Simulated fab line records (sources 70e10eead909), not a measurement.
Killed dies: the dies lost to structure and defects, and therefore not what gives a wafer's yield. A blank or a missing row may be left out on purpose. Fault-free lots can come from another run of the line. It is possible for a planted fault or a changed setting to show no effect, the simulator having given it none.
Matching of chambers    flow nand harc    3 sister chambers for NHARC_A_CONTACT_DEP_29 on pecvd-03
The step deposits SiON, target thk 100 nm. 3 wafers are shown with their chamber, then 9 later ones without.

== EACH WAFER AND ITS CHAMBER ==
wafer   chamber  showerhead vpp V (V)
L077.1  0        1056
L091.2  2        1111
L091.6  1        1260

== WAFERS WITHOUT THEIR CHAMBER ==
wafer   showerhead vpp V (V)
L092.3  1266
L092.5  1275
L092.6  1043
L094.4  1048
L094.5  1100
L094.6  1267
L096.1  1046
L096.2  1095
L096.6  1043

== CHAMBER TAKEN BY EACH ==
wafer   from the rows above  in truth
L092.3  1                    1
L092.5  1                    1
L092.6  0                    0
L094.4  0                    0
L094.5  2                    2
L094.6  1                    1
L096.1  0                    0
L096.2  2                    2
L096.6  0                    0
Correctly placed: 9 of 9. Can't be placed from these rows: 0. Placed wrongly: 0.
How it was worked out, from the rows above alone: a wafer's distance from a chamber is the root of the sum, over the readings, of the square of ((its reading less the chamber's mean) divided by the reading's scatter). The wafer belongs to the nearest chamber; if the next one is less than 2 further off, it can't be placed. The mean given for a chamber averages the wafers shown for that chamber. The scatter: root of mean squared gap, hidden wafer to nearest shown wafer, with one shown wafer a chamber.
